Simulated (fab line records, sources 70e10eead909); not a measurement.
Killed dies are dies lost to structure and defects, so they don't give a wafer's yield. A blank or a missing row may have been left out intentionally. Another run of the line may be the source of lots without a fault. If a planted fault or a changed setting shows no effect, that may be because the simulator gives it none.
Chamber matching    flow nand-harc    NHARC_P_M2_DESCUM_14 on rie-diel-04: 4 sister chambers
The step chemistry O2, time 3 s. 45 wafers are shown with their chamber, then 12 later ones without.

== WAFERS, EACH WITH ITS CHAMBER ==
wafer   chamber  showerhead-plenum-p-Torr (Torr)  drypump-motor-current-A (A)  rf-vpp-V (V)
L076.2  1        1.91                             5.65                         59.0
L076.4  2        1.90                             6.22                         58.3
L076.5  1        1.91                             5.64                         59.3
L078.3  3        2.04                             5.84                         56.5
L078.4  1        1.91                             5.65                         57.6
L078.5  0        1.79                             6.25                         57.9
L079.1  0        1.79                             6.25                         56.2
L079.5  3        2.04                             5.88                         57.9
L079.6  2        1.90                             6.22                         58.1
L081.2  0        1.79                             6.24                         57.3
L081.3  2        1.90                             6.23                         57.5
L081.6  0        1.79                             6.24                         56.7
L083.1  2        1.90                             6.24                         56.6
L083.3  3        2.04                             5.82                         58.5
L083.5  0        1.79                             6.25                         56.3
L082.3  2        1.90                             6.22                         58.8
L082.4  0        1.79                             6.25                         58.2
L082.6  0        1.79                             6.25                         57.1
L084.1  2        1.90                             6.23                         57.0
L084.3  0        1.79                             6.23                         57.1
L084.6  2        1.90                             6.21                         58.0
L085.3  1        1.91                             5.68                         57.9
L085.4  0        1.79                             6.22                         57.4
L085.5  2        1.90                             6.23                         58.0
L086.2  2        1.90                             6.24                         57.4
L086.4  3        2.04                             5.85                         59.0
L086.6  0        1.79                             6.22                         55.4
L088.1  1        1.91                             5.67                         57.4
L088.4  3        2.04                             5.84                         57.3
L088.5  1        1.91                             5.69                         58.7
L089.1  1        1.91                             5.68                         57.4
L089.2  0        1.79                             6.23                         57.0
L089.4  3        2.04                             5.86                         59.9
L090.1  3        2.04                             5.83                         58.9
L090.2  0        1.79                             6.24                         56.4
L090.6  2        1.90                             6.23                         57.6
L092.1  1        1.91                             5.64                         57.6
L092.3  3        2.04                             5.79                         57.0
L092.5  0        1.78                             6.21                         56.7
L091.1  3        2.04                             5.82                         57.2
L091.2  0        1.79                             6.23                         58.3
L091.5  1        1.91                             5.64                         57.1
L093.1  1        1.91                             5.67                         58.7
L093.2  2        1.90                             6.21                         55.8
L093.6  0        1.79                             6.23                         55.6

SIGNATURES (averages over the wafers above)
reading                   chamber 0  chamber 1  chamber 2  chamber 3  scatter within a chamber
showerhead-plenum-p-Torr  1.7893     1.9100     1.9000     2.0400     0.00151
drypump-motor-current-A   6.2360     5.6610     6.2255     5.8367     0.0172
rf-vpp-V                  56.907     58.070     57.555     58.022     0.896
Rule: a wafer lies at a distance from a chamber equal to the root of the sum of squares, over the readings, of (its reading less the chamber's mean, divided by the reading's scatter). If the next closest chamber is less than 2 further off than the closest, the wafer can't be placed; otherwise it belongs to the closest. The scatter: the root of (the sum of the squares of (reading less its chamber's mean) over the shown wafers, divided by (wafers less chambers)).

== WAFERS MISSING THEIR CHAMBER ==
wafer   showerhead-plenum-p-Torr (Torr)  drypump-motor-current-A (A)  rf-vpp-V (V)
L094.1  1.79                             6.22                         58.5
L094.5  1.91                             5.62                         58.5
L094.6  1.79                             6.25                         56.9
L095.1  1.90                             6.23                         58.3
L095.4  1.91                             5.64                         56.9
L095.5  1.90                             6.22                         57.7
L096.2  1.91                             5.66                         56.9
L096.4  2.04                             5.85                         58.1
L096.6  1.91                             5.67                         58.5
L097.1  2.04                             5.81                         57.3
L097.2  1.78                             6.24                         56.1
L097.4  1.90                             6.22                         57.6

== CHAMBER TAKEN BY EACH ==
wafer   from the rows above  in truth
L094.1  0                    0
L094.5  1                    1
L094.6  0                    0
L095.1  2                    2
L095.4  1                    1
L095.5  2                    2
L096.2  1                    1
L096.4  3                    3
L096.6  1                    1
L097.1  3                    3
L097.2  0                    0
L097.4  2                    2
12 of 12 placed correctly. Can't be placed from these rows: 0. 0 placed wrongly.
